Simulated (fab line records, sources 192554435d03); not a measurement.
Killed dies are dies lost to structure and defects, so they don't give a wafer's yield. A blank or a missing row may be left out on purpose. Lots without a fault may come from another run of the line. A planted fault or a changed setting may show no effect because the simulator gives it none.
Chamber matching | flow n5_finfet | N5_STI_FIN_REVEAL_ETCHBACK_08 on rie_diel-03: 4 sister chambers
The step etches SiO2 in C4F6/O2, target depth 30.5 nm, time 10.167 s. 7 wafers are shown with their chamber, then 7 later ones without.

WAFERS WITH THEIR CHAMBER
wafer  | chamber | showerhead_plenum_p_Torr (Torr) | throttle_valve_pct (%)
L855.5 | 2       | 2.75                            | 21.06
L860.1 | 1       | 3.04                            | 20.91
L860.2 | 2       | 2.75                            | 21.08
L861.4 | 1       | 3.04                            | 20.90
L861.5 | 0       | 2.95                            | 21.36
L870.1 | 3       | 2.95                            | 21.67
L870.5 | 0       | 2.94                            | 21.39

WAFERS WITHOUT THEIR CHAMBER
wafer  | showerhead_plenum_p_Torr (Torr) | throttle_valve_pct (%)
L870.6 | 3.03                            | 20.94
L872.1 | 2.74                            | 21.11
L872.3 | 2.94                            | 21.66
L872.5 | 2.74                            | 21.12
L873.2 | 2.94                            | 21.63
L873.4 | 3.02                            | 20.95
L873.6 | 3.02                            | 20.97

WHICH CHAMBER EACH WENT THROUGH
wafer  | from the rows above | in truth
L870.6 | 1                   | 1
L872.1 | 2                   | 2
L872.3 | 3                   | 3
L872.5 | 2                   | 2
L873.2 | 3                   | 3
L873.4 | 1                   | 1
L873.6 | 1                   | 1
Placed correctly: 7 of 7. Can't be placed from these rows: 0. Placed wrongly: 0.
How it was worked out, from the rows above alone: a wafer's distance from a chamber is the root of the sum, over the readings, of the square of ((its reading less the chamber's mean) divided by the reading's scatter). The wafer belongs to the nearest chamber; if the next one is less than 2 further off, it can't be placed. A chamber's mean is the mean of its shown wafers. The scatter: the root of (the sum of the squares of (reading less its chamber's mean) over the shown wafers, divided by (wafers less chambers)).
